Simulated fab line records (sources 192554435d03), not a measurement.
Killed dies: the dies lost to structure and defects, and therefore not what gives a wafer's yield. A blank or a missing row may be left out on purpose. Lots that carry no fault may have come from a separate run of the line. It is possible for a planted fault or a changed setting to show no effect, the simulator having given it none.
Which of the tools did it?	flow n5Finfet	23 lots, 69 wafers sampled, at 2 steps of a route of 1938

## WHAT THE GAUGES READ, wafer by wafer
N5_BEOL_M6_INSPECT_13: inspects for defects (brightfield).
lot	measured	on	rawDefectCount
L074	day 8 17:03	defectInspect-02	394 484 424
L077	day 8 20:46	defectInspect-01	264 398 346
L076	day 9 01:08	defectInspect-02	410 330 478
L079	day 9 20:26	defectInspect-02	479 477 383
L080	day 9 22:35	defectInspect-01	385 652 569
L078	day 10 03:11	defectInspect-01	477 375 413
L081	day 10 05:53	defectInspect-01	370 328 338
L082	day 10 08:20	defectInspect-02	287 387 325
L083	day 10 10:35	defectInspect-01	569 551 591
L084	day 10 17:40	defectInspect-01	316 308 322
L085	day 11 07:42	defectInspect-02	548 679 477
L086	day 11 11:51	defectInspect-01	340 328 348
L087	day 11 23:04	defectInspect-01	392 420 492
L088	day 12 05:28	defectInspect-01	503 591 485
L090	day 12 08:43	defectInspect-02	462 423 370
L089	day 12 14:19	defectInspect-01	241 334 403
L091	day 12 18:58	defectInspect-01	416 369 414
L092	day 13 00:16	defectInspect-02	347 317 330
L093	day 13 08:50	defectInspect-02	339 289 442
L094	day 13 14:12	defectInspect-02	485 437 689
L095	day 13 18:02	defectInspect-02	446 570 489
L096	day 14 04:38	defectInspect-01	295 480 339
L097	day 14 08:44	defectInspect-02	445 426 341

N5_BEOL_M6_INSPECT_30: inspects for defects (brightfield).
lot	measured	on	rawDefectCount
L074	day 8 19:00	defectInspect-01	369 461 380
L077	day 8 22:20	defectInspect-01	258 409 352
L076	day 9 03:10	defectInspect-01	366 305 487
L079	day 9 23:50	defectInspect-01	454 487 367
L080	day 10 00:30	defectInspect-02	414 688 599
L078	day 10 04:12	defectInspect-01	500 358 430
L081	day 10 08:10	defectInspect-02	398 321 346
L082	day 10 09:37	defectInspect-02	305 377 356
L083	day 10 13:29	defectInspect-02	618 531 638
L084	day 10 19:54	defectInspect-01	340 322 332
L085	day 11 10:38	defectInspect-02	540 654 494
L086	day 11 13:20	defectInspect-01	334 333 381
L087	day 12 00:17	defectInspect-02	439 470 521
L088	day 12 07:53	defectInspect-01	470 611 501
L090	day 12 09:47	defectInspect-01	434 408 387
L089	day 12 16:40	defectInspect-02	269 353 447
L091	day 12 19:52	defectInspect-01	426 341 405
L092	day 13 01:32	defectInspect-01	334 322 317
L093	day 13 09:44	defectInspect-02	394 294 433
L094	day 13 17:05	defectInspect-02	500 402 682
L095	day 13 19:26	defectInspect-02	427 594 518
L096	day 14 05:38	defectInspect-02	317 537 365
L097	day 14 11:05	defectInspect-02	464 447 373

## WHICH TOOL RAN EACH LOT (tool, then ch and the chambers of the sampled wafers, then the start)
Before these readings, the record contains no process step.

## WHAT THE TOOLS THEMSELVES READ (means of the sampled wafers that have a number; where no wafer has one, the mark that the record gives instead)
The record holds no such reading with a usual standard deviation.

## THE ANSWER, worked out from the rows above alone
Rule: usual is defined by the lots themselves. The widest of any qualifying gaps counts: lots, ordered by their means at a reading, are off when they make up no more than a third of the lots, leave a main group of 4 or more, and stand apart from it by 3 or more times the standard deviation of that group's means. Not used: any main group whose means are identical at the precision the tables above print for the reading. Also off: a lot with no number at a reading for which 4 or more lots have one. Any other lot the step has rows for is counted as sound. First the gauges in route order, then the tools' own readings, where a lot's mean is used as printed above. The first step at which some lot is off is used, and at that step the reading that is off furthest; a lot without a number counts as furthest.
Across all readings shown, no lot is off: no conclusion can be drawn from this.

## WHAT THE SIMULATOR HAD PUT IN
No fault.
